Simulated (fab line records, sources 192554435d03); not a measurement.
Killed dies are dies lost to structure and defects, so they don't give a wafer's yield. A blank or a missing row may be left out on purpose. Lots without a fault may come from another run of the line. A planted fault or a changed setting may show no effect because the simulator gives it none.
A struck lot beside a sound one | flow n5_finfet | 16 steps out of a route of 1938
Sound: wafers L960.2, L960.5, L960.6. Struck: wafers L948.1, L948.2, L948.6. The cause comes at the end.
At each step with rows: each side's tool, then ch and its chambers, then its first start. Under that, the readings that differ: sound wafers | struck wafers | difference of the means | sigmas: that difference in standard deviations of wafers without a fault.
alike: readings whose means differ by less than 2 such deviations, and words and numbers that are the same on both sides. not compared: withheld readings, readings that some wafer has no value for, bounds like >300 that may hide the same value, and numbers for which the record gives no deviation and whose values overlap.
The two part at a step that has a row with sigmas, a row that says differs or no value, or rows on one side only. Numbers that don't overlap but have no deviation are shown without sigmas and don't part them. A reading that every wafer of one side lacks parts them only if that side has two wafers or more.

first, 7 steps without rows for these wafers: N5_BEOL_M2_COAT_76 (time 60 s, resist thk 5 nm); N5_BEOL_M2_COAT_22 (resist thk 30 nm); N5_BEOL_M2_EBR_24; N5_BEOL_M2_SOFTBAKE_23 (time 60 s); N5_BEOL_M2_EXPOSE_25 (exposes mask V1, defocus 5 nm); N5_BEOL_M2_PEB_26 (peb time 60 s); N5_BEOL_M2_DEVELOP_27 (develop time 30 s).
N5_BEOL_M2_CD_MEAS_28: target cd 26.2 nm, target cd y 24.1 nm.
  sound on cd_sem-02 ch 0, day 12 03:48; struck on cd_sem-01 ch 0, day 8 19:32
  alike: cd_nm
N5_BEOL_M2_OVL_MEAS_29:
  sound on overlay-02 ch 0, day 12 03:50; struck on overlay-02 ch 0, day 8 19:34
  alike: V1_OVL
N5_BEOL_M2_INSPECT_30: inspects for defects (brightfield).
  sound on defect_inspect-02, day 12 03:53; struck on defect_inspect-02, day 8 19:37
  alike: raw_defect_count
N5_BEOL_M2_DESCUM_33: chemistry O2, time 7 s.
  sound on rie_diel-03 ch 0,3, day 12 03:55; struck on rie_diel-03 ch 1,2, day 8 19:53
  alike: drypump_motor_current_A, oes_product_au, rf_fwd_power_W, rf_vpp_V, showerhead_plenum_p_Torr, temp_c, throttle_valve_pct
  not compared: rf_hours_counter_h
N5_BEOL_M2_ETCH_77: etches underlayer in N2/H2, target depth 6.5 nm, time 5.2 s.
  sound on rie_diel-03 ch 0,3, day 12 03:57; struck on rie_diel-03 ch 1,2, day 8 19:56
  reading            | sound       | struck      | difference | sigmas
  rf_fwd_power_W (W) | 818 815 820 | 824 823 824 | +6         | +2
  alike: bias_w, drypump_motor_current_A, etch_rf_on_time_s, oes_product_au, rf_vpp_V, showerhead_plenum_p_Torr, throttle_valve_pct
  not compared: rf_hours_counter_h
N5_BEOL_M2_ETCH_69: etches SiARC in CF4, target depth 15.6 nm, time 26 s.
  sound on rie_diel-03 ch 0,3, day 12 03:58; struck on rie_diel-03 ch 1,2, day 8 19:56
  reading      | sound             | struck            | difference | sigmas
  bias_w (W)   | 36.02 36.08 35.86 | 37.61 37.71 37.77 | +1.71      | +16
  rf_vpp_V (V) | 182.7 182.7 184.6 | 191.0 190.0 190.0 | +7.0       | +6
  alike: drypump_motor_current_A, etch_rf_on_time_s, oes_product_au, rf_fwd_power_W, showerhead_plenum_p_Torr, throttle_valve_pct
  not compared: rf_hours_counter_h
N5_BEOL_M2_ALD_98: deposits SiO2, target thk 2.5 nm, pulse time 1 s, co reactant pulse time 1 s.
  sound on ald_sin-01 ch 2,3, day 12 04:03; struck on ald_sin-01 ch 2,3, day 8 20:08
  alike: heater_power_w, precursor_pulse_height_rel
N5_BEOL_M4_RC_MEAS_101:
  sound on prober-01 ch 0, day 13 12:10; struck on prober-02 ch 0, day 10 13:08
  reading       | sound          | struck         | difference | sigmas
  SS_N (mV/dec) | 72.5 72.6 72.8 | 71.7 71.7 70.4 | -1.4       | -2
  alike: DIBL_N, DIBL_P, IOFF_N, IOFF_P, ION_N, ION_P, SS_P, VT_N, VT_P
then, 1 step without rows for these wafers: N5_PASSIVATION_PROBE_49.

WHERE THEY PART
First at N5_BEOL_M2_ETCH_77; last, within this record, at N5_BEOL_M4_RC_MEAS_101.

WHY: what the simulator had put in
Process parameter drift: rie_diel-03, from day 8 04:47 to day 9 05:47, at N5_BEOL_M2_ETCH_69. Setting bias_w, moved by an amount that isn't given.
